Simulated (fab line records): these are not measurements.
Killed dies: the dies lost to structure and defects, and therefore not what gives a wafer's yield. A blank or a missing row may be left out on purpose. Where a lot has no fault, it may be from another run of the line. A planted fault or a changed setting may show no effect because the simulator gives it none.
fab line records	flow nand-harc
[record] lots = 7	wafers = 21	last-day = 23
route steps=1159 shown P_START@1 P_ZERO_WELL@2 END@1159
lots untouched by any fault: they come from a run of this same line in which no faults occurred
start-h: the number of hours between the record's first day and the start of the first shown wafer of the lot	wait-h: time in hours since the lot's previous step	" repeats the value in the row above	L1.1+2: several wafers, shown together as one row	- no value, or no start was given	* or withheld: withheld	< > ~ a bound
route shown NAME@n: NAME is a module with steps in the file, n the number in the route of the first one	usual: average and standard deviation across the fault-free wafers	same: alike in all rows	chamber/n: place in a boat	sites: per-site readings	_std_site: standard deviation across them	_edge_site: inner sites' mean taken away from outer sites' mean	radius-mm: how far each site lies from the wafer's centre	mask NAME#n: copy n	behind: the last tool/chamber to shape the wafer	hold: why the lot went on hold/how many hours it stayed there/how the hold came to an end	device: the n, p or np transistor that did not switch	end of line: at the end of the route, the tests of the same wafers	step lacking rows: just its recipe	killed: not the wafer's yield, but the dies lost to structure and defects at the first sort	map: shows each die of a wafer: x if killed, . if not, _ if none is there
set.NAME: the setting the step ran with; set.NAME@STEP: the setting that earlier step ran with	model.NAME: the simulator's own value behind a step, which no gauge read
lots at selected steps of the route; one table per step, one row per wafer
services: a tool's chamber out of use, with start hour (start-h, from the record's first day; less than 0 if before it), hours out, and reason
[[steps]]
[step NHARC_P_START_INSPECT_01]
[usual] raw-defect-count = 3.4/1.8
lot.wafer	tool	chamber	start-h	wait-h	raw-defect-count
L964.1	defect-inspect-01	-	36.04	-	4
L964.3	"	-	"	"	6
L964.6	"	-	"	"	4
L965.1	defect-inspect-01	-	42.04	-	4
L965.3	"	-	"	"	5
L965.4	"	-	"	"	3
L966.3	defect-inspect-01	-	48.04	-	4
L966.5	"	-	"	"	5
L966.6	"	-	"	"	1
L967.1	defect-inspect-01	-	54.04	-	4
L967.2	"	-	"	"	1
L967.4	"	-	"	"	3
L972.4	defect-inspect-02	-	84.04	-	3
L972.5	"	-	"	"	2
L972.6	"	-	"	"	2
L973.1	defect-inspect-01	-	90.04	-	4
L973.2	"	-	"	"	7
L973.4	"	-	"	"	3
L979.2	defect-inspect-01	-	126.04	-	0
L979.4	"	-	"	"	6
L979.5	"	-	"	"	5
[step NHARC_P_ZERO_WELL_PRECLEAN_00]
[recipe] time-s = 600	temp-c = 120	chemistry = SPM
[step NHARC_P_ZERO_WELL_SRD_01]
[step NHARC_P_ZERO_WELL_PECVD_02]
[recipe] target-thk-a = 100	temp-c = 400	pressure-torr = 6.5	rf-w = withheld	teos-flow-sccm = withheld	flow-sccm = 2650	target-thk-nm = 10	gas = O2	material = SiO2
lot.wafer	tool	chamber	start-h	wait-h
L964.1+3+6	pecvd-02	0,1,0	36.50	-
L965.3+1+4	pecvd-04	1,0,2	42.57	-
L965.3+1+4	pecvd-04	1,0,2	43.23	-
L966.3+5+6	pecvd-04	1,1,2	48.50	-
L967.1+2+4	pecvd-04	0,1,2	54.46	-
L967.1+2+4	pecvd-04	0,1,2	55.13	-
L972.5+6+4	pecvd-01	0,1,2	84.56	-
L972.5+6+4	pecvd-01	0,1,2	85.21	-
L973.1+2+4	pecvd-02	0,1,1	90.75	-
L979.2+4+5	pecvd-02	1,0,2	126.53	-
[step NHARC_P_ZERO_WELL_DEHYDRATE_03]
[recipe] temp-c = 150	time-s = 120
[step NHARC_END_SORT_01]
[recipe] temp-c = 25
[usual] killed-at-array = 26/10	killed-at-other = 0.5/0.87	killed-at-periphery = 3.0/2.5	killed-dies = 29/11	killed-open = 3.3/1.9	killed-short = 1.8/1.5
[same] gross-dies = 677
lot.wafer	tool	chamber	start-h	wait-h	killed-at-array	killed-at-other	killed-at-periphery	killed-dies	killed-open	killed-short
L964.1	prober-02	0	463.28	2.5	30	0	2	32	1	1
L964.3	prober-02	0	464.86	3.1	36	0	2	38	1	1
L964.6	prober-02	0	467.23	4.0	36	0	5	41	2	0
L965.1	prober-02	0	471.00	2.5	32	0	6	38	1	4
L965.3	prober-02	0	472.58	3.1	23	0	6	29	5	0
L965.4	prober-02	0	473.37	3.4	25	0	2	27	2	1
L973.1	prober-01	0	499.08	2.5	11	0	3	14	5	2
L973.2	prober-01	0	499.89	2.8	16	0	5	21	5	0
L973.4	prober-01	0	501.51	3.4	18	0	5	23	4	3
L972.4	prober-02	0	513.89	3.4	36	0	9	45	4	0
L972.5	prober-02	0	514.69	3.7	44	0	12	56	5	1
L972.6	prober-02	0	515.48	4.0	40	0	14	54	2	5
L979.2	prober-02	0	550.90	2.8	35	2	1	38	4	3
L979.4	prober-02	0	552.49	3.4	37	0	1	38	2	4
L979.5	prober-02	0	553.29	3.7	30	1	1	32	4	2
// killed by level:class
L964.1 A_CHANNEL_HOLE_D1:chamber-film-flake=16 A_SLIT:chamber-film-flake=7 A_CONTACT:chamber-film-flake=6 P_CONTACT:geometric-particle:short=1 A_CONTACT:geometric-particle:open=1 P_ZERO_WELL:chamber-film-flake=1
L964.3 A_CHANNEL_HOLE_D1:chamber-film-flake=19 A_SLIT:chamber-film-flake=11 A_CONTACT:chamber-film-flake=2 A_CHANNEL_FILL_D1:geometric-particle:short=1 A_M0:geometric-particle:open=1 P_ZERO_WELL:chamber-film-flake=1 P_GATE:chamber-film-flake=1 A_ZERO_WELL:chamber-film-flake=1
L964.6 A_CHANNEL_HOLE_D1:chamber-film-flake=20 A_SLIT:chamber-film-flake=8 A_CONTACT:chamber-film-flake=5 P_CONTACT:geometric-particle:open=1 A_SOURCE_PLATE:geometric-particle:open=1 P_ZERO_WELL:chamber-film-flake=1 P_STI:chamber-film-flake=1 P_GATE:chamber-film-flake=1
L965.1 A_CHANNEL_HOLE_D1:chamber-film-flake=18 A_SGD_CUT:chamber-film-flake=5 P_ZERO_WELL:chamber-film-flake=4 A_WL_FILL:geometric-particle:short=3 A_CHANNEL_FILL_D1:chamber-film-flake=3 A_CONTACT:chamber-film-flake=2 P_M2:geometric-particle:short=1 A_SGD_CUT:geometric-particle:open=1
L965.3 A_CHANNEL_HOLE_D1:chamber-film-flake=13 P_ZERO_WELL:chamber-film-flake=3 A_CONTACT:chamber-film-flake=3 A_CONTACT:geometric-particle:open=2 A_SGD_CUT:chamber-film-flake=2 P_GATE:geometric-particle:open=1 P_M0:geometric-particle:open=1 A_M1:geometric-particle:open=1
L965.4 A_CHANNEL_HOLE_D1:chamber-film-flake=15 A_CONTACT:chamber-film-flake=4 P_ZERO_WELL:chamber-film-flake=2 A_SGD_CUT:chamber-film-flake=2 A_SOURCE_PLATE:geometric-particle:short=1 A_WL_FILL:geometric-particle:open=1 A_CONTACT:geometric-particle:open=1 A_CHANNEL_FILL_D1:chamber-film-flake=1
L973.1 A_CONTACT:geometric-particle:open=3 A_CHANNEL_HOLE_D1:chamber-film-flake=3 A_WL_FILL:geometric-particle:short=2 P_M0:geometric-particle:open=1 A_WL_FILL:geometric-particle:open=1 P_GATE:chamber-film-flake=1 P_M2:chamber-film-flake=1 A_STAIRCASE:chamber-film-flake=1
L973.2 A_STAIRCASE:chamber-film-flake=4 A_CONTACT:geometric-particle:open=3 A_CHANNEL_HOLE_D1:chamber-film-flake=3 A_CONTACT:chamber-film-flake=3 A_CHANNEL_FILL_D1:geometric-particle:open=2 P_STI:chamber-film-flake=2 P_ZERO_WELL:chamber-film-flake=1 P_CONTACT:chamber-film-flake=1
L973.4 A_CHANNEL_HOLE_D1:chamber-film-flake=7 A_STAIRCASE:chamber-film-flake=4 A_ONON_D1:geometric-particle:short=3 P_M2:chamber-film-flake=2 P_CONTACT:geometric-particle:open=1 A_SOURCE_PLATE:geometric-particle:open=1 P_ZERO_WELL:chamber-film-flake=1 A_CONTACT:geometric-particle:open=1
L972.4 A_SLIT:chamber-film-flake=16 A_CHANNEL_HOLE_D1:chamber-film-flake=14 P_STI:chamber-film-flake=4 P_CONTACT:chamber-film-flake=3 A_STAIRCASE:chamber-film-flake=2 P_GATE:geometric-particle:open=1 A_CHANNEL_HOLE_D1:geometric-particle:open=1 A_BLC:geometric-particle:open=1
L972.5 A_CHANNEL_HOLE_D1:chamber-film-flake=19 A_SLIT:chamber-film-flake=16 P_STI:chamber-film-flake=8 A_CONTACT:geometric-particle:open=2 A_M0:geometric-particle:open=2 P_GATE:chamber-film-flake=2 P_CONTACT:chamber-film-flake=2 A_ONON_D1:geometric-particle:short=1
L972.6 A_CHANNEL_HOLE_D1:chamber-film-flake=22 A_SLIT:chamber-film-flake=8 P_STI:chamber-film-flake=5 P_CONTACT:chamber-film-flake=4 A_WL_FILL:geometric-particle:short=3 P_M2:chamber-film-flake=3 A_M0:geometric-particle:short=2 P_GATE:chamber-film-flake=2
L979.2 A_SLIT:chamber-film-flake=15 A_CHANNEL_HOLE_D1:chamber-film-flake=4 A_CONTACT:chamber-film-flake=4 A_M0:chamber-film-flake=3 A_CONTACT:geometric-particle:open=2 A_STAIRCASE:chamber-film-flake=2 THIN_TSV:chamber-film-flake=2 A_ONON_D1:geometric-particle:short=1
L979.4 A_SLIT:chamber-film-flake=15 A_CHANNEL_HOLE_D1:chamber-film-flake=6 A_STAIRCASE:chamber-film-flake=5 A_CONTACT:chamber-film-flake=4 A_CONTACT:geometric-particle:open=2 A_M0:geometric-particle:short=2 A_CHANNEL_HOLE_D1:geometric-particle:short=1 A_CONTACT:geometric-particle:short=1
L979.5 A_SLIT:chamber-film-flake=17 A_CHANNEL_HOLE_D1:chamber-film-flake=3 A_CONTACT:chamber-film-flake=3 A_ONON_D1:geometric-particle:open=1 A_ONON_D1:geometric-particle:short=1 A_WL_FILL:geometric-particle:open=1 A_WL_FILL:geometric-particle:short=1 A_CONTACT:geometric-particle:open=1
[[services]]
tool	chamber	start-h	hours	kind
pecvd-04	-	14.00	13.0	pm
pecvd-04	0	14.00	13.0	vent-cycle
pecvd-04	1	14.00	13.0	vent-cycle
pecvd-04	2	14.00	13.0	vent-cycle
pecvd-04	0	27.00	-	clean
pecvd-04	1	27.00	-	clean
pecvd-04	2	27.00	-	clean
pecvd-01	-	56.00	13.0	pm
pecvd-01	0	56.00	13.0	vent-cycle
pecvd-01	1	56.00	13.0	vent-cycle
pecvd-01	2	56.00	13.0	vent-cycle
pecvd-01	0	69.00	-	clean
pecvd-01	1	69.00	-	clean
pecvd-01	2	69.00	-	clean
pecvd-01	-	87.91	1.9	repair
pecvd-01	2	121.67	27.9	repair
[[key]]
[first-sign] step = NHARC_P_ZERO_WELL_PECVD_02	reading = visit	direction = added
effect none on later readings
met-at NHARC_P_ZERO_WELL_PECVD_02
struck-wafers L965.1,L965.3,L965.4,L967.1,L967.2,L967.4,L972.4,L972.5,L972.6
rows-end L967.1,L967.2,L967.4
tester-left-out L965,L972
[fault] kind = repeated-step-whole	tool = pecvd-01,pecvd-02,pecvd-04	chamber = -	onset-h = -	steps = NHARC_P_ZERO_WELL_PECVD_02	times = 1	scope = struck-lots-only
// tester-left-out: of these lots the tester's yield and bins aren't shown, on N5 and GAA mostly nor the transistor test; their killed dies are dies lost to structure and defects alone, not to doping, threshold or leakage, so they don't give the yield
// rows-end: these wafers met a further fault down the route, and their rows from its step on are left out
